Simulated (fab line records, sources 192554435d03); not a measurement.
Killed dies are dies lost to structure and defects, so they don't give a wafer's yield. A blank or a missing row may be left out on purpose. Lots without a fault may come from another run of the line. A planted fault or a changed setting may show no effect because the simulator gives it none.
Chamber matching | flow n5_finfet | N5_FIN_SAQP_SPACER1_ALD_24 on ald_sin-04: 4 sister chambers
The step deposits SiO2, target thk 20.3 nm, pulse time 1 s, purge time 2 s. 18 wafers are shown with their chamber, then 9 later ones without.

WAFERS WITH THEIR CHAMBER
wafer  | chamber | heater_power_w (W) | precursor_pulse_height_rel
L079.1 | 1       | 435                | 1.031
L079.2 | 0       | 455                | 1.002
L079.4 | 3       | 432                | 1.010
L081.2 | 1       | 429                | 0.984
L081.4 | 2       | 468                | 0.993
L081.6 | 0       | 458                | 0.991
L084.2 | 2       | 454                | 1.018
L084.4 | 1       | 436                | 0.999
L084.5 | 2       | 467                | 1.019
L088.1 | 1       | 440                | 0.993
L088.2 | 2       | 473                | 0.988
L088.5 | 1       | 426                | 0.966
L089.1 | 0       | 460                | 0.998
L089.2 | 2       | 472                | 1.037
L089.4 | 3       | 430                | 1.019
L092.2 | 3       | 437                | 0.993
L092.3 | 1       | 439                | 0.988
L092.5 | 2       | 462                | 0.994

SIGNATURES (means of the wafers above)
reading                    | chamber 0 | chamber 1 | chamber 2 | chamber 3 | scatter within a chamber
heater_power_w             | 457.67    | 434.17    | 466.00    | 433.00    | 5.63
precursor_pulse_height_rel | 0.99700   | 0.99350   | 1.00817   | 1.00733   | 0.0181
Rule: a wafer's distance from a chamber is the root of the sum, over the readings, of the square of ((its reading less the chamber's mean) divided by the reading's scatter). The wafer belongs to the nearest chamber; if the next one is less than 2 further off, it can't be placed. The scatter: the root of (the sum of the squares of (reading less its chamber's mean) over the shown wafers, divided by (wafers less chambers)).

WAFERS WITHOUT THEIR CHAMBER
wafer  | heater_power_w (W) | precursor_pulse_height_rel
L095.1 | 465                | 0.997
L095.3 | 427                | 0.987
L095.4 | 475                | 1.006
L097.1 | 456                | 0.988
L097.2 | 433                | 0.950
L097.3 | 471                | 0.995
L097.4 | 419                | 0.995
L097.5 | 464                | 0.990
L097.6 | 431                | 0.994

WHICH CHAMBER EACH WENT THROUGH
wafer  | from the rows above     | in truth
L095.1 | can't be placed: 2 or 0 | 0
L095.3 | can't be placed: 1 or 3 | 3
L095.4 | can't be placed: 2 or 0 | 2
L097.1 | can't be placed: 0 or 2 | 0
L097.2 | can't be placed: 1 or 3 | 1
L097.3 | can't be placed: 2 or 0 | 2
L097.4 | can't be placed: 3 or 1 | 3
L097.5 | can't be placed: 2 or 0 | 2
L097.6 | can't be placed: 1 or 3 | 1
Placed correctly: 0 of 9. Can't be placed from these rows: 9 (the true chamber is among the candidates in 9). Placed wrongly: 0.
